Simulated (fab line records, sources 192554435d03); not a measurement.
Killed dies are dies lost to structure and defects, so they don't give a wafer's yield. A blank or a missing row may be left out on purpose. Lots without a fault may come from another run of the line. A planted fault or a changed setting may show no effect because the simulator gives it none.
Problem report in the 8D (eight disciplines) form, filled by code | flow n5_finfet | the parts of the form that need people (team, actions taken, sign-off) are left out

1. THE PROBLEM
killed_at_contacts at N5_PASSIVATION_PROBE_49 reads a mean of 145 on 2 wafers of 2 lots; wafers without a fault read 13 with a standard deviation of 7.3. That is +18 standard deviations from the usual mean.
First seen on wafer L681.1, day 14 05:29, on prober-01. The record holds 7 wafers of 3 lots with a number at this step. Rule for "out", or "out of limits": more than 4 standard deviations from the usual mean. The other wafers with a number count as sound.

2. WHAT IT IS AND WHAT IT IS NOT
question                    | is                                                                                                      | is not
which readings at this step | killed_at_contacts, defect_limited_yield, killed_dies, sort_bin_5_function, sort_n_pass, sort_yield_pct | killed_at_M0_to_M3, killed_at_M4_up, killed_at_front_end, killed_at_other, killed_open, killed_short
which lots                  | L681, L682                                                                                              | L678
which wafers of those lots  | L681.1, L682.3                                                                                          | L682.4, L682.6
read on which tools         | prober-01                                                                                               | -
when                        | from day 14 05:29                                                                                       | up to then (3 sound wafers); but 2 sound wafers of L682 came after

3. SUSPECTS, AND WHAT RULES EACH OUT
Counting: a tool at a process step up to the reading stays a suspect if it ran every lot that is out. Sound lots after the first of them don't rule it out here, since some wafers of a struck lot are sound.
- cvd_w-02 at N5_MOL_CONTACT_COAG_CVD_140 (deposits W, target thk 66.5 nm, time 215 s): kept. It ran every lot that is out, first L681 (day 7 09:44).
- prober-01 at N5_PASSIVATION_PROBE_49: kept. It ran every lot that is out, first L681 (day 14 05:29); its last sound lot up to then is L678 (day 13 11:53). Its own readings are out on those wafers: defect_limited_yield, killed_at_contacts, killed_dies, sort_bin_5_function, sort_n_pass, sort_yield_pct.
- Within cvd_w-02 at N5_MOL_CONTACT_COAG_CVD_140: the wafers that are out ran in chamber 0; their sound lot-mates ran in chamber 1.
Left after counting: cvd_w-02 at N5_MOL_CONTACT_COAG_CVD_140, prober-01 at N5_PASSIVATION_PROBE_49.

4. THE CAUSE (what the simulator had put in)
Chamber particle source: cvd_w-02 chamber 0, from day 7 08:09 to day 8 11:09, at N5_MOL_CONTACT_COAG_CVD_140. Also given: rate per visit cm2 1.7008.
Counting left 2 suspects, and this tool is among them.

5. THE CHAIN OF EFFECTS, in route order
Each row: a reading whose mean over the struck wafers that have a number lies more than 3 standard deviations from the usual. Only readings for which the record gives a usual standard deviation are gone through. hours: the time from each lot's start at the first step in this table that gives one to its start at this step, as a median over the lots. sigmas: the change in usual standard deviations.
hours | step                    | reading              | usual  | on struck wafers | change | sigmas
0     | N5_PASSIVATION_PROBE_49 | defect_limited_yield | 90.9 % | 79.5             | -11.5  | -7.6
0     | N5_PASSIVATION_PROBE_49 | killed_at_contacts   | 13     | 145              | +132   | +18
0     | N5_PASSIVATION_PROBE_49 | killed_dies          | 108    | 242              | +134   | +7.5
0     | N5_PASSIVATION_PROBE_49 | sort_bin_5_function  | 5.4 %  | 11.9             | +6.5   | +6.5
0     | N5_PASSIVATION_PROBE_49 | sort_n_pass          | 1072   | 938              | -134   | -7.5
0     | N5_PASSIVATION_PROBE_49 | sort_yield_pct       | 90.9 % | 79.5             | -11.5  | -7.6
The process steps in it:
- N5_PASSIVATION_PROBE_49

6. WHAT WOULD HAVE CAUGHT IT SOONER
In this record the first reading out of limits was taken at day 14 05:29, 165 hours after the fault began at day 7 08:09.
Of the tool readings at N5_MOL_CONTACT_COAG_CVD_140 for which the record gives a usual standard deviation, none was out on any struck wafer, so an alarm limit of 4 standard deviations on them would not have fired.
All the lots that are out (2) had begun N5_MOL_CONTACT_COAG_CVD_140 on cvd_w-02 by day 14 05:29. A hold on the tool at that time would have spared none of them.
